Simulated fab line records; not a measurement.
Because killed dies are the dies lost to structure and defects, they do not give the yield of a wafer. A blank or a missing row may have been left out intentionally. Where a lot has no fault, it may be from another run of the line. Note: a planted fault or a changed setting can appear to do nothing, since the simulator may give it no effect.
2 desks looking at one fault | flow n5 finfet | each desk has only its own numbers; what lay behind them comes last

== AT THE TOOL OWNER'S DESK: ald metal-04 ==
The tool's own readings at N5_HKMG_FIN_PWFM_ALD_03 (deposits TiN, target thk 2 nm, pulse time 1 s, purge time 3 s): means of the sampled wafers that have a number, for each lot that ran on this tool. A lot is out of limits, marked OUT, if its mean lies more than 4 standard deviations from the usual mean; the brackets give that distance.
Columns: A = heater power w at N5_HKMG_FIN_PWFM_ALD_03, usual 850 W; B = precursor pulse height rel at N5_HKMG_FIN_PWFM_ALD_03, usual 1.003
lot  | first seen here | A   | B
L976 | day 4 06:10     | 885 | 1.023
L977 | day 4 16:23     | 940 | 1.031
L978 | day 4 18:52     | 854 | 1.010
L980 | day 5 05:29     | 852 | 1.005
L998 | day 9 15:28     | 878 | 1.004
Result from this desk: across the 5 lots, nothing is out of limits.

== THE METROLOGY DESK ==
What the gauges read, lot by lot, whatever tool the lot ran on: means of the sampled wafers that have a number. A lot is out of limits, marked OUT, if its mean lies more than 4 standard deviations from the usual mean; the brackets give that distance. Readings shown: 7 of its 13, picked as those furthest out on some lot.
Columns: A = IOFF_P at N5_BEOL_M4_RC_MEAS_101, usual 0.21 nA/um; B = IOFF_P_LIN at N5_BEOL_M4_RC_MEAS_101, usual 0.098 nA/um; C = ION_P at N5_BEOL_M4_RC_MEAS_101, usual 461 uA/um; D = SS_N at N5_BEOL_M4_RC_MEAS_101, usual 71.4 mV/dec; E = VT_P at N5_BEOL_M4_RC_MEAS_101, usual -250.9 mV; F = VT_P_LONG at N5_BEOL_M4_RC_MEAS_101, usual -276.3 mV; G = VT_P_LVT at N5_BEOL_M4_RC_MEAS_101, usual -99.7 mV
lot  | first seen here | A    | B     | C   | D    | E      | F      | G
L976 | day 7 15:56     | 0.28 | 0.126 | 470 | 71.8 | -244.6 | -272.5 | -95.3
L977 | day 8 20:15     | 0.25 | 0.109 | 465 | 72.5 | -249.0 | -276.3 | -95.4
L978 | day 8 23:30     | 0.30 | 0.140 | 481 | 71.3 | -239.7 | -270.5 | -90.8
L980 | day 9 10:52     | 0.21 | 0.100 | 466 | 71.3 | -248.0 | -274.6 | -97.3
L989 | day 11 10:07    | 0.19 | 0.094 | 463 | 70.9 | -250.2 | -274.1 | -100.3
L995 | day 12 17:22    | 0.21 | 0.099 | 462 | 71.5 | -251.4 | -277.4 | -99.3
L996 | day 12 22:59    | 0.19 | 0.091 | 459 | 71.1 | -251.4 | -279.0 | -100.0
L999 | day 14 06:26    | 0.22 | 0.104 | 461 | 71.9 | -250.7 | -276.2 | -100.6
L998 | day 14 07:43    | 0.24 | 0.109 | 473 | 71.4 | -247.3 | -273.6 | -96.9
Result from this desk: across the 9 lots, nothing is out of limits.

== ALL TOGETHER ==
The tool owner's desk saw nothing out of limits.
Nothing out of limits was seen by the metrology desk.

== WHAT HAD BEEN PUT IN BY THE SIMULATOR ==
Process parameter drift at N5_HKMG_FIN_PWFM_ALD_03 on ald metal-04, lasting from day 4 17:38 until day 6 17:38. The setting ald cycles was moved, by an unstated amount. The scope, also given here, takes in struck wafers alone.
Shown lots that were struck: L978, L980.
